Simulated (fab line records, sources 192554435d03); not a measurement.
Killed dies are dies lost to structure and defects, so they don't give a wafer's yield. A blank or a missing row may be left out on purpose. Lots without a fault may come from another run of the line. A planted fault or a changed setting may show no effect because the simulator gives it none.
fab line records | flow n5_finfet
record lots=7 wafers=21
route steps=1938 shown FIN_CUT@160 SD_EPI_N@268 HKMG_FIN@421 GATE_CUT@477
start_h: hours from the record's first day to the start of the lot's first wafer shown | wait_h: hours since the lot's step before | " the same as in the row above | L1.1+2: a row that stands for several wafers | - no value, or no start given | * or withheld: withheld | < > ~ a bound
route shown NAME@n: a module of which the file shows steps, and the number in the route of the first | usual: mean/standard deviation of fault-free wafers | same: alike in all rows | chamber/n: place in a boat | sites: the reading at each site | _std_site: their standard deviation | _edge_site: outer sites' mean less inner sites' | radius_mm: how far each site lies from the wafer's centre | mask NAME#n: copy n | behind: the tool/chamber that last shaped the wafer | hold: why the lot was held/for how many hours/how that ended | device: the transistor (n, p or np) that didn't switch | end of line: the same wafers' tests at the end of the route | a step without rows: its recipe alone | killed: dies lost to structure and defects at the first sort, not the wafer's yield | map: a wafer's dies, x killed, . not, _ none there
set.NAME: the setting as run; set.NAME@STEP: as run at that earlier step | model.NAME: the simulator's own value behind a step, which no gauge read
lots whose settings were changed on purpose; a table a step, a row a wafer
## steps
# step N5_FIN_CUT_EXPOSE_05
# recipe mask_id=FIN_CUT na=0.33 source_shape=annular sigma_inner=0.35 sigma_outer=0.8 polarization=unpolarized dose_mj=45.75
# columns lot.wafer tool chamber start_h wait_h mask set.dose_mj
L075.3+4+6 euv_scanner-01 0 32.88 - FIN_CUT#0 45.75
L076.3+6 euv_scanner-01 0 38.47 - FIN_CUT#0 43.7
L076.5 " 0 " " FIN_CUT#0 45.75
L077.1+2 euv_scanner-01 0 44.17 - FIN_CUT#0 43.99
L077.3 " 0 " " FIN_CUT#0 45.75
L080.2 euv_scanner-01 0 61.98 - FIN_CUT#0 45.75
L080.3+5 " 0 " " FIN_CUT#0 47.75
L081.3+5+6 euv_scanner-02 0 69.66 - FIN_CUT#0 45.75
L083.1+3+4 euv_scanner-02 0 81.97 - FIN_CUT#0 45.75
L093.1+4+5 euv_scanner-01 0 142.45 - FIN_CUT#0 45.75
# step N5_FIN_CUT_PEB_06
# recipe peb_temp_c=100 peb_time_s=60 resist=CAR-EUV
# step N5_FIN_CUT_DEVELOP_07
# recipe develop_time_s=30 developer=TMAH resist=CAR-EUV rinse_liquid=surfactant_rinse dry=air_spin dev_temp_c=23
# step N5_FIN_CUT_CD_MEAS_08
# recipe target_cd_nm=29.1 landing_energy_ev=500 detector=se_inlens polarity=opening
# usual cd_nm=29.08/0.21
# columns lot.wafer tool chamber start_h wait_h set.dose_mj@FIN_CUT_EXPOSE_05 cd_nm
L075.3 cd_sem-01 0 33.00 - 45.75 29.11
L075.4 " 0 " " 45.75 29.04
L075.6 " 0 " " 45.75 28.65
L076.3 cd_sem-01 0 38.59 - 43.7 28.19
L076.5 " 0 " " 45.75 29.16
L076.6 " 0 " " 43.7 28.28
L077.1 cd_sem-01 0 44.31 - 43.99 28.46
L077.2 " 0 " " 43.99 28.44
L077.3 " 0 " " 45.75 29.16
L080.2 cd_sem-01 0 62.10 - 45.75 29.18
L080.3 " 0 " " 47.75 29.89
L080.5 " 0 " " 47.75 29.99
L081.3 cd_sem-01 0 69.78 - 45.75 28.84
L081.5 " 0 " " 45.75 28.99
L081.6 " 0 " " 45.75 28.77
L083.1 cd_sem-01 0 82.11 - 45.75 29.24
L083.3 " 0 " " 45.75 28.89
L083.4 " 0 " " 45.75 29.57
L093.1 cd_sem-02 0 142.58 - 45.75 29.07
L093.4 " 0 " " 45.75 28.82
L093.5 " 0 " " 45.75 28.81
# step N5_FIN_CUT_DESCUM_13
# recipe chemistry=O2 time_s=7 source_power_w=50 bias_power_w=20 pressure_mtorr=20 rf_frequency_hz=2.712e+07 temp_c=40 resist=CAR-EUV o2_flow_sccm=225
# step N5_FIN_CUT_ETCH_30
# recipe chemistry=N2/H2 target=underlayer target_depth_a=130 mask_material=CAR-EUV time_s=10.4 ion_energy_ev=200 pressure_mtorr=30 source_w=840 bias_w=150 n2_flow_sccm=200 h2_flow_sccm=200 ends=cleared
# columns lot.wafer tool chamber start_h wait_h set.dose_mj@FIN_CUT_EXPOSE_05 model.FIN_CUT.cd_offset_nm
L075.3+4+6 rie_diel-01 3,1,2 33.16 0.0 45.75 0
L076.3+6 rie_diel-05 2 38.75 0.0 43.7 -0.8
L076.5 " 0 " " 45.75 0.2
L077.1 rie_diel-01 2 44.46 0.0 43.99 -0.6
L077.2 " 3 " " 43.99 -0.8
L077.3 " 0 " " 45.75 0
L080.2 rie_diel-05 1 62.28 0.0 45.75 0
L080.3+5 " 3,0 " " 47.75 0.8
L081.3+5 rie_diel-05 0,2 69.94 0.0 45.75 0
L081.6 " 0 " " 45.75 0.2
L083.1+3+4 rie_diel-02 1,2,3 82.27 0.0 45.75 0
L093.1+4 rie_diel-05 3,2 142.83 0.0 45.75 -0.2
L093.5 " 2 " " 45.75 0
# step N5_FIN_CUT_ETCH_20
# recipe chemistry=CF4 target=SiARC target_depth_a=260 mask_material=CAR-EUV time_s=43.3 ion_energy_ev=80 pressure_mtorr=40 source_w=545 bias_w=36 Ar_flow_sccm=100 cf4_flow_sccm=100 ends=cleared
# columns lot.wafer tool chamber start_h wait_h set.spin_rpm@FIN_CUT_COAT_19 model.etch.depth_nm
L075.3 rie_diel-01 3 33.18 0.0 1500 20
L075.4 " 1 " " 1500 19.94
L075.6 " 2 " " 1500 19.95
L076.3 rie_diel-05 2 38.76 0.0 1500 19.98
L076.5 " 0 " " 1500 20.01
L076.6 " 2 " " 1500 20.06
L077.1 rie_diel-01 2 44.48 0.0 1500 19.95
L077.2 " 3 " " 1389 20.78
L077.3 " 0 " " 1500 19.94
L080.2 rie_diel-05 1 62.30 0.0 1667 18.94
L080.3 " 3 " " 1500 20
L080.5 " 0 " " 1667 19.01
L081.3 rie_diel-05 0 69.96 0.0 1500 20.09
L081.5 " 2 " " 1500 19.96
L081.6 " 0 " " 1500 20.03
L083.1 rie_diel-02 1 82.28 0.0 1500 20.06
L083.3 " 2 " " 1500 20.01
L083.4 " 3 " " 1557 19.66
L093.1 rie_diel-05 3 142.85 0.0 1500 20.06
L093.4 " 2 " " 1347 21.11
L093.5 " 2 " " 1500 20.11
# step N5_FIN_CUT_ETCH_21
# recipe chemistry=N2/H2 target=SOC target_depth_a=2190 overetch_a=438 mask_material=SiARC temp_c=40 ion_energy_ev=100 bias_w=61 time_s=523.5 pressure_mtorr=30 source_w=850 n2_flow_sccm=200 h2_flow_sccm=200
# columns lot.wafer tool chamber start_h wait_h set.dose_mj@FIN_CUT_EXPOSE_05 model.FIN_CUT.cd_offset_nm
L075.3+6 rie_diel-01 3,2 33.21 0.0 45.75 -0.2
L075.4 " 1 " " 45.75 0.2
L076.3 rie_diel-05 2 38.80 0.0 43.7 -0.6
L076.5 " 0 " " 45.75 0.2
L076.6 " 2 " " 43.7 -0.4
L077.1 rie_diel-01 2 44.52 0.0 43.99 -1
L077.2 " 3 " " 43.99 -0.8
L077.3 " 0 " " 45.75 -0.2
L080.2 rie_diel-05 1 62.34 0.0 45.75 0.4
L080.3 " 3 " " 47.75 1.4
L080.5 " 0 " " 47.75 1.2
L081.3+5 rie_diel-05 0,2 69.99 0.0 45.75 0
L081.6 " 0 " " 45.75 0.2
L083.1 rie_diel-02 1 82.32 0.0 45.75 0.2
L083.3 " 2 " " 45.75 -0.4
L083.4 " 3 " " 45.75 0
L093.1 rie_diel-05 3 142.89 0.0 45.75 0
L093.4+5 " 2 " " 45.75 0.2
# step N5_SD_EPI_N_PEB_07
# recipe peb_temp_c=110 peb_time_s=60 resist=CAR-ArF-block
# columns lot.wafer tool chamber start_h wait_h set.peb_temp_c
L075.3+4+6 litho_track-03 0 55.74 0.0 110
L076.3+6 litho_track-04 0 59.71 0.0 112.4
L076.5 " 0 " " 110
L077.1+2+3 litho_track-04 0 65.77 0.1 110
L080.2 litho_track-01 0 85.51 0.0 107.9
L080.3+5 " 0 " " 110
L081.3+5+6 litho_track-01 0 92.24 0.0 110
L083.1+4 litho_track-03 0 104.76 0.1 110
L083.3 " 0 " " 107.9
L093.1+4 litho_track-04 0 163.67 0.1 112.8
L093.5 " 0 " " 110
# step N5_SD_EPI_N_DEVELOP_08
# recipe develop_time_s=30 developer=TMAH resist=CAR-ArF-block dev_temp_c=23 rinse_liquid=diw dry=air_spin
# step N5_SD_EPI_N_CD_MEAS_09
# recipe target_cd_nm=120 landing_energy_ev=500 detector=se_inlens
# usual cd_nm=120.1/0.49
# columns lot.wafer tool chamber start_h wait_h set.peb_temp_c@SD_EPI_N_PEB_07 cd_nm
L075.3 cd_sem-03 0 55.81 - 110 119.5
L075.4 " 0 " " 110 120.3
L075.6 " 0 " " 110 119.5
L076.3 cd_sem-01 0 59.78 - 112.4 125.6
L076.5 " 0 " " 110 120.5
L076.6 " 0 " " 112.4 125.7
L077.1 cd_sem-01 0 65.84 - 110 119.8
L077.2 " 0 " " 110 120.2
L077.3 " 0 " " 110 119.2
L080.2 cd_sem-02 0 85.58 - 107.9 115.0
L080.3 " 0 " " 110 120.8
L080.5 " 0 " " 110 120.9
L081.3 cd_sem-01 0 92.30 - 110 120.0
L081.5 " 0 " " 110 119.9
L081.6 " 0 " " 110 120.6
L083.1 cd_sem-02 0 104.83 - 110 119.8
L083.3 " 0 " " 107.9 114.0
L083.4 " 0 " " 110 120.5
L093.1 cd_sem-03 0 163.74 - 112.8 126.7
L093.4 " 0 " " 112.8 127.0
L093.5 " 0 " " 110 120.6
# step N5_SD_EPI_N_DESCUM_14
# recipe chemistry=O2 time_s=7.9 source_power_w=50 bias_power_w=20 pressure_mtorr=20 rf_frequency_hz=2.712e+07 temp_c=40 resist=CAR-ArF-block o2_flow_sccm=225
# columns lot.wafer tool chamber start_h wait_h set.peb_temp_c@SD_EPI_N_PEB_07 model.SD_EPI_N.cd_nm
L075.3 rie_diel-04 2 55.99 0.1 110 119.4
L075.4 " 3 " " 110 120.2
L075.6 " 2 " " 110 119.8
L076.3+6 rie_diel-03 1,2 59.86 0.0 112.4 125.8
L076.5 " 1 " " 110 120
L077.1 rie_diel-06 0 65.93 0.0 110 120
L077.2 " 3 " " 110 120.4
L077.3 " 2 " " 110 119.2
L080.2 rie_diel-04 1 85.67 0.0 107.9 114.6
L080.3 " 3 " " 110 120.6
L080.5 " 1 " " 110 120.8
L081.3+6 rie_diel-04 0,2 92.39 0.0 110 120.2
L081.5 " 3 " " 110 119.6
L083.1 rie_diel-06 0 105.08 0.2 110 119.8
L083.3 " 3 " " 107.9 113.8
L083.4 " 1 " " 110 120.4
L093.1 rie_diel-06 0 163.83 0.0 112.8 126.8
L093.4 " 2 " " 112.8 127
L093.5 " 1 " " 110 120.6
# step N5_SD_EPI_N_ETCH_34
# recipe chemistry=CF4 target=SiARC target_depth_a=455 mask_material=CAR-ArF-block time_s=75.8 ion_energy_ev=80 pressure_mtorr=40 source_w=545 bias_w=36 Ar_flow_sccm=100 cf4_flow_sccm=100 ends=cleared
# step N5_SD_EPI_N_ETCH_35
# recipe chemistry=N2/H2 target=SOC overetch_a=1080 mask_material=SiARC temp_c=40 ion_energy_ev=100 source_w=3000 bias_w=133 pressure_mtorr=20 time_s=486 n2_flow_sccm=200 h2_flow_sccm=200
# columns lot.wafer tool chamber start_h wait_h set.peb_temp_c@SD_EPI_N_PEB_07 model.SD_EPI_N.cd_nm
L075.3 rie_diel-04 2 56.08 0.0 110 119.6
L075.4 " 3 " " 110 120.2
L075.6 " 2 " " 110 119.2
L076.3 rie_diel-03 1 59.96 0.0 112.4 124.6
L076.5 " 1 " " 110 118.8
L076.6 " 2 " " 112.4 125.2
L077.1 rie_diel-06 0 66.02 0.0 110 120.2
L077.2 " 3 " " 110 120.6
L077.3 " 2 " " 110 119.2
L080.2 rie_diel-04 1 85.76 0.0 107.9 114.4
L080.3 " 3 " " 110 121.8
L080.5 " 1 " " 110 121
L081.3 rie_diel-04 0 92.48 0.0 110 121.4
L081.5 " 3 " " 110 120.8
L081.6 " 2 " " 110 121.2
L083.1 rie_diel-06 0 105.17 0.0 110 119.8
L083.3 " 3 " " 107.9 113
L083.4 " 1 " " 110 120.6
L093.1 rie_diel-06 0 163.92 0.0 112.8 127
L093.4 " 2 " " 112.8 126.8
L093.5 " 1 " " 110 120.2
# step N5_HKMG_FIN_PWFM_ALD_03
# recipe material=TiN target_thk_a=20 temp_c=400 ald_precursor_family=TiCl4 ald_co_reactant=NH3 pulse_time_s=1 purge_time_s=3 co_reactant_purge_time_s=2 co_reactant_pulse_time_s=2 ald_cycles=91 pressure_torr=3
# columns lot.wafer tool chamber start_h wait_h set.ald_cycles model.TiN_of_HKMG_FIN_PWFM_ALD_03.thk_nm
L075.3+4 ald_metal-03 2,1 79.70 0.0 95 2
L075.6 " 2 " " 91 2
L076.3+5+6 ald_metal-01 2,2,3 84.82 0.0 91 2
L077.1+2 ald_metal-04 0,2 90.65 0.0 91 2
L077.3 " 3 " " 81 1.8
L080.2 ald_metal-01 0 110.85 0.0 91 2
L080.3+5 " 1,2 " " 76 1.6
L081.3+5+6 ald_metal-04 1,0,1 117.71 0.0 91 2
L083.1+4 ald_metal-04 0,3 130.48 0.0 91 2
L083.3 " 1 " " 104 2.2
L093.1+4 ald_metal-01 3,2 189.23 0.0 100 2.2
L093.5 " 3 " " 91 2
# step N5_HKMG_FIN_PEB_10
# recipe peb_temp_c=withheld peb_time_s=60 resist=CAR-ArF
# columns lot.wafer tool chamber start_h wait_h set.peb_time_s
L075.3+6 litho_track-02 0 80.48 0.0 52.97
L075.4 " 0 " " 60
L076.3+5 litho_track-02 0 85.47 0.0 60
L076.6 " 0 " " 67.81
L077.1+2 litho_track-02 0 91.29 0.1 60
L077.3 " 0 " " 47.8
L080.2+3 litho_track-02 0 111.62 0.0 64.22
L080.5 " 0 " " 60
L081.3+5+6 litho_track-04 0 118.48 0.0 60
L083.1 litho_track-03 0 131.25 0.1 60
L083.3+4 " 0 " " 65.35
L093.1+4+5 litho_track-02 0 190.00 0.1 60
# step N5_HKMG_FIN_DEVELOP_11
# recipe develop_time_s=30 developer=TMAH resist=CAR-ArF dev_temp_c=23 rinse_liquid=diw dry=air_spin
# step N5_HKMG_FIN_CD_MEAS_12
# recipe target_cd_nm=92.8 landing_energy_ev=500 detector=se_inlens
# usual cd_nm=92.7/0.51
# columns lot.wafer tool chamber start_h wait_h set.peb_time_s@HKMG_FIN_PEB_10 cd_nm
L075.3 cd_sem-01 0 80.54 - 52.97 88.3
L075.4 " 0 " " 60 92.4
L075.6 " 0 " " 52.97 89.1
L076.3 cd_sem-01 0 85.53 - 60 92.4
L076.5 " 0 " " 60 92.2
L076.6 " 0 " " 67.81 96.7
L077.1 cd_sem-03 0 91.36 - 60 92.1
L077.2 " 0 " " 60 93.0
L077.3 " 0 " " 47.8 85.1
L080.2 cd_sem-02 0 111.68 - 64.22 94.2
L080.3 " 0 " " 64.22 94.6
L080.5 " 0 " " 60 93.1
L081.3 cd_sem-03 0 118.55 - 60 93.1
L081.5 " 0 " " 60 93.7
L081.6 " 0 " " 60 93.0
L083.1 cd_sem-02 0 131.32 - 60 92.2
L083.3 " 0 " " 65.35 95.0
L083.4 " 0 " " 65.35 95.1
L093.1 cd_sem-03 0 190.07 - 60 92.4
L093.4 " 0 " " 60 92.4
L093.5 " 0 " " 60 92.8
# step N5_GATE_CUT_HM_DEP_46
# recipe material=SiO2 target_thk_a=1300 temp_c=400 precursor=TEOS/O2 pressure_torr=6.5 rf_w=900 teos_flow_sccm=161.4 gas=O2 flow_sccm=2650 time_s=26.6
# columns lot.wafer tool chamber start_h wait_h set.time_s model.SiO2_of_GATE_CUT_HM_DEP_46.thk_nm
L075.3 pecvd-04 1 88.55 0.0 24.89 122.8
L075.4 " 2 " " 26.6 131.8
L075.6 " 0 " " 26.6 133.8
L076.3 pecvd-04 2 93.29 0.0 26.6 129.8
L076.5 " 2 " " 30.26 149.8
L076.6 " 1 " " 26.6 131.2
L077.1 pecvd-01 2 100.46 0.0 26.6 130
L077.2 " 0 " " 30.36 147.6
L077.3 " 1 " " 26.6 129
L080.2 pecvd-03 0 119.68 0.0 26.6 131.2
L080.3 " 2 " " 26.6 130.4
L080.5 " 0 " " 26.6 132
L081.3 pecvd-01 0 126.84 0.0 26.6 132
L081.5 " 1 " " 26.6 133
L081.6 " 2 " " 26.6 134.2
L083.1 pecvd-04 1 139.65 0.0 26.6 128.8
L083.3 " 2 " " 26.6 130.2
L083.4 " 2 " " 26.6 131
L093.1 pecvd-01 2 198.01 0.0 26.6 131.2
L093.4 " 2 " " 26.6 134
L093.5 " 0 " " 26.6 131.4
# step N5_GATE_CUT_COAT_34
# recipe resist=SOC temp_c=250 time_s=60 spin_rpm=1500 resist_thk_nm=60
# step N5_GATE_CUT_COAT_35
# recipe resist=SiARC temp_c=220 time_s=60 spin_rpm=1500 resist_thk_nm=10
# step N5_GATE_CUT_STRIP_38
# recipe chemistry=N2/H2 temp_c=40 n2_flow_sccm=200 h2_flow_sccm=200 rf_frequency_hz=6e+07
# step N5_GATE_CUT_STRIP_39
# recipe chemistry=N2/H2 temp_c=40 n2_flow_sccm=200 h2_flow_sccm=200 rf_frequency_hz=6e+07
# step N5_GATE_CUT_HM_OPEN_40
# recipe chemistry=C4F6/O2 target=SiO2 mask_material=SiARC target_depth_a=1390 time_s=85.1 ion_energy_ev=250 pressure_mtorr=30 source_w=345 bias_w=185 Ar_flow_sccm=300 C4F6_flow_sccm=10 O2_flow_sccm=10 ends=cleared
# usual etch_rf_on_time_s=93.9/1.9
# columns lot.wafer tool chamber start_h wait_h set.time_s@GATE_CUT_HM_DEP_46 etch_rf_on_time_s model.etch.depth_nm model.SOC_of_GATE_CUT_COAT_34.thk_nm
L075.3 rie_diel-05 3 89.32 0.0 24.89 88.5 122.8 34.2
L075.4 " 2 " " 26.6 93.8 131.7 32.4
L075.6 " 2 " " 26.6 96.3 133.8 31.8
L076.3 rie_diel-02 2 93.97 0.0 26.6 94.1 129.7 32.8
L076.5 " 0 " " 30.26 108.9 149.8 29
L076.6 " 3 " " 26.6 94.9 131.2 32.6
L077.1 rie_diel-01 1 101.24 0.0 26.6 95.1 130.1 32.6
L077.2 " 0 " " 30.36 108.8 147.6 28.8
L077.3 " 2 " " 26.6 93.3 129 32.6
L080.2 rie_diel-05 1 120.30 0.0 26.6 94.2 131.2 32.4
L080.3 " 2 " " 26.6 93.4 130.5 32.6
L080.5 " 3 " " 26.6 95.6 132 32
L081.3 rie_diel-01 1 127.60 0.0 26.6 95.6 131.9 32.4
L081.5 " 3 " " 26.6 95.2 132.9 32.2
L081.6 " 2 " " 26.6 95.6 134.3 31.6
L083.1 rie_diel-02 0 140.27 0.0 26.6 92.1 128.9 33.2
L083.3 " 3 " " 26.6 93.1 130.3 32.8
L083.4 " 3 " " 26.6 94.8 130.9 32.6
L093.1 rie_diel-05 0 198.63 0.0 26.6 93.6 131.2 32.2
L093.4 " 2 " " 26.6 96.4 134 31.8
L093.5 " 1 " " 26.6 95.0 131.5 32.2
# step N5_GATE_CUT_CMP_23
# recipe stop_on=SiO2 t_overpolish_s=23.4 post_cmp_clean=alkaline_brush down_force_psi=2.5 platen_rpm=51.8 pad_velocity_m_s=1.0307 target_thk_nm=16
# columns lot.wafer tool chamber start_h wait_h set.down_force_psi
L075.3+6 cmp-04 1,0 91.56 0.8 3.011
L075.4 " 2 " " 2.5
L076.3+6+5 cmp-04 1,1,2 96.13 0.8 2.127
L077.3+2+1 cmp-04 1,3,0 103.41 0.8 2.5
L080.2+3 cmp-04 2,0 122.75 0.8 2.774
L080.5 " 2 " " 2.5
L081.3+6+5 cmp-03 0,3,0 129.85 0.8 2.5
L083.1 cmp-03 2 143.74 0.8 2.5
L083.4+3 " 3,0 " " 2.142
L093.1+4+5 cmp-03 0,2,3 200.83 0.8 2.5
# step N5_GATE_CUT_THK_MEAS_24
# recipe reads=SiO2_of_GATE_CUT_HM_DEP_46+SiO2_flowable_of_ILD0_FCVD_FILL_01
# usual GC_FILL_THK=221.0/1.9
# columns lot.wafer tool chamber start_h wait_h set.time_s@GATE_CUT_HM_DEP_46 GC_FILL_THK[nm]
L075.3 film_metro-01 - 91.78 - 24.89 209.1
L075.4 " - " " 26.6 218.2
L075.6 " - " " 26.6 220.0
L076.3 film_metro-02 - 96.43 - 26.6 220.8
L076.5 " - " " 30.26 238.0
L076.6 " - " " 26.6 219.6
L077.1 film_metro-02 - 103.70 - 26.6 219.5
L077.2 " - " " 30.36 237.9
L077.3 " - " " 26.6 218.0
L080.2 film_metro-02 - 123.05 - 26.6 222.2
L080.3 " - " " 26.6 219.2
L080.5 " - " " 26.6 221.6
L081.3 film_metro-01 - 130.11 - 26.6 222.9
L081.5 " - " " 26.6 224.0
L081.6 " - " " 26.6 225.5
L083.1 film_metro-01 - 144.04 - 26.6 219.6
L083.3 " - " " 26.6 221.3
L083.4 " - " " 26.6 221.5
L093.1 film_metro-02 - 201.09 - 26.6 221.2
L093.4 " - " " 26.6 224.3
L093.5 " - " " 26.6 221.7
# step N5_GATE_CUT_CMP_43
# recipe material=SiO2 post_cmp_clean=rinse_only
# columns lot.wafer tool chamber start_h wait_h set.time_s@GATE_CUT_HM_DEP_46 model.SiO2_of_GATE_CUT_HM_DEP_46.thk_nm
L075.4 cmp-01 3 91.89 0.1 26.6 5
L075.3 " 1 " " 24.89 4.6
L075.6 " 3 " " 26.6 5.2
L076.3+6 cmp-03 3,2 96.62 0.2 26.6 5
L076.5 " 1 " " 30.26 6
L077.3+1 cmp-03 2,3 103.81 0.1 26.6 5
L077.2 " 0 " " 30.36 5.8
L080.2+3+5 cmp-03 3,2,0 123.08 0.0 26.6 5
L081.3 cmp-01 2 130.13 0.0 26.6 5
L081.5+6 " 2,3 " " 26.6 5.2
L083.4+3+1 cmp-04 3,0,1 144.15 0.1 26.6 5
L093.4 cmp-04 2 201.20 0.1 26.6 5.2
L093.1+5 " 3,2 " " 26.6 5
## key
split step=N5_FIN_CUT_EXPOSE_05 setting=dose_mj stated=45.75 by=wafer
response step=N5_FIN_CUT_CD_MEAS_08 reading=cd_nm change=+0.189 per=1% r=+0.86
response step=N5_FIN_CUT_ETCH_30 reading=model.FIN_CUT.cd_offset_nm change=+0.198 per=1% r=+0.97
response step=N5_FIN_CUT_ETCH_21 reading=model.FIN_CUT.cd_offset_nm change=+0.181 per=1% r=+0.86
split step=N5_SD_EPI_N_PEB_07 setting=peb_temp_c stated=110 by=wafer
response step=N5_SD_EPI_N_CD_MEAS_09 reading=cd_nm change=+2.71 per=1% r=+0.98
response step=N5_SD_EPI_N_DESCUM_14 reading=model.SD_EPI_N.cd_nm change=+2.83 per=1% r=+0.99
response step=N5_SD_EPI_N_ETCH_35 reading=model.SD_EPI_N.cd_nm change=+3.1 per=1% r=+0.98
split step=N5_HKMG_FIN_PWFM_ALD_03 setting=ald_cycles stated=91 by=wafer
response step=N5_HKMG_FIN_PWFM_ALD_03 reading=model.TiN_of_HKMG_FIN_PWFM_ALD_03.thk_nm change=+0.0191 per=1% r=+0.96
split step=N5_HKMG_FIN_PEB_10 setting=peb_time_s stated=60 by=wafer
response step=N5_HKMG_FIN_CD_MEAS_12 reading=cd_nm change=+0.337 per=1% r=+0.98
split step=N5_GATE_CUT_HM_DEP_46 setting=time_s stated=26.6 by=wafer
response step=N5_GATE_CUT_HM_DEP_46 reading=model.SiO2_of_GATE_CUT_HM_DEP_46.thk_nm change=+1.36 per=1% r=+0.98
response step=N5_GATE_CUT_HM_OPEN_40 reading=etch_rf_on_time_s change=* per=1% r=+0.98
response step=N5_GATE_CUT_HM_OPEN_40 reading=model.etch.depth_nm change=+1.36 per=1% r=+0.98
response step=N5_GATE_CUT_HM_OPEN_40 reading=model.SOC_of_GATE_CUT_COAT_34.thk_nm change=-0.274 per=1% r=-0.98
response step=N5_GATE_CUT_THK_MEAS_24 reading=GC_FILL_THK change=+1.35 per=1% r=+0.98
response step=N5_GATE_CUT_CMP_43 reading=model.SiO2_of_GATE_CUT_HM_DEP_46.thk_nm change=+0.0657 per=1% r=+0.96
split step=N5_GATE_CUT_CMP_23 setting=down_force_psi stated=2.5 by=wafer
response none clear
split outside_this_file step=N5_FIN_CUT_COAT_19 setting=spin_rpm
# split outside_this_file: this setting was split too, and the file shows its column; the key of that split is in another file
